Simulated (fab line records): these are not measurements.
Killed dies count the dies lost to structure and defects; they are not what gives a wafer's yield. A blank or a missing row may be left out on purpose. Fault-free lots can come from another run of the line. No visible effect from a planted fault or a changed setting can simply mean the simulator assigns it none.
What tool caused it? / flow n5 finfet / Sampling: 9 lots, 26 wafers, 2 of 1938 route steps

## WHAT THE GAUGES SHOWED, per wafer
N5_FIN_SAQP_CD_MEAS_31: the cd target is 8 nm.
lot=L677; measured=day 2 07:37; on=cd sem-01; cd nm (nm)=8.13 8.31 7.88
lot=L679; measured=day 2 21:02; on=cd sem-02; cd nm (nm)=7.68 8.67 8.18
lot=L687; measured=day 4 23:07; on=cd sem-01; cd nm (nm)=8.17 7.61
lot=L692; measured=day 6 04:04; on=cd sem-03; cd nm (nm)=7.84 7.99 8.20
lot=L693; measured=day 6 07:37; on=cd sem-03; cd nm (nm)=8.37 7.82 8.42
lot=L695; measured=day 6 20:38; on=cd sem-03; cd nm (nm)=7.91 7.64 8.17
lot=L697; measured=day 7 09:38; on=cd sem-02; cd nm (nm)=8.45 8.10 8.41
lot=L698; measured=day 7 16:29; on=cd sem-01; cd nm (nm)=8.11 8.22 8.22
lot=L699; measured=day 7 22:47; on=cd sem-01; cd nm (nm)=8.75 8.36 8.04

## EACH LOT AND THE TOOL THAT RAN IT (in order: tool; ch and the chambers of the sampled wafers; start)
lot=L677; N5_FIN_SAQP_SPACER2_ETCHBACK_29=rie diel-05 ch 1,3, day 2 07:25
lot=L679; N5_FIN_SAQP_SPACER2_ETCHBACK_29=rie diel-01 ch 0,2, day 2 20:50
lot=L687; N5_FIN_SAQP_SPACER2_ETCHBACK_29=rie diel-01 ch 0,1, day 4 22:56
lot=L692; N5_FIN_SAQP_SPACER2_ETCHBACK_29=rie diel-01 ch 0,1, day 6 03:52
lot=L693; N5_FIN_SAQP_SPACER2_ETCHBACK_29=rie diel-01 ch 0,1,3, day 6 07:25
lot=L695; N5_FIN_SAQP_SPACER2_ETCHBACK_29=rie diel-05 ch 0,1,3, day 6 20:26
lot=L697; N5_FIN_SAQP_SPACER2_ETCHBACK_29=rie diel-01 ch 0,2, day 7 09:26
lot=L698; N5_FIN_SAQP_SPACER2_ETCHBACK_29=rie diel-03 ch 0,1,3, day 7 16:18
lot=L699; N5_FIN_SAQP_SPACER2_ETCHBACK_29=rie diel-01 ch 0,1, day 7 22:34
- N5_FIN_SAQP_SPACER2_ETCHBACK_29: etches SiO2 in CHF3/O2, target depth 12.2 nm, time 6.1 s.

## THE ANSWER, worked out from the rows above alone
Rule: the usual values come from the lots themselves. Put in order of their means at a reading, lots are off if they are a third of the lots or fewer, leave a main group of 4 or more, and stand apart from it by a gap of 3 or more times the standard deviation of the main group's means; of several such gaps the widest counts. Not used: any main group whose means are identical at the precision the tables above print for the reading. Also off: a lot with no number at a reading for which 4 or more lots have one. Any other lot the step has rows for is counted as sound.
Nothing can be told from this: no lot is off at any reading shown.

## WHAT THE SIMULATOR PUT IN
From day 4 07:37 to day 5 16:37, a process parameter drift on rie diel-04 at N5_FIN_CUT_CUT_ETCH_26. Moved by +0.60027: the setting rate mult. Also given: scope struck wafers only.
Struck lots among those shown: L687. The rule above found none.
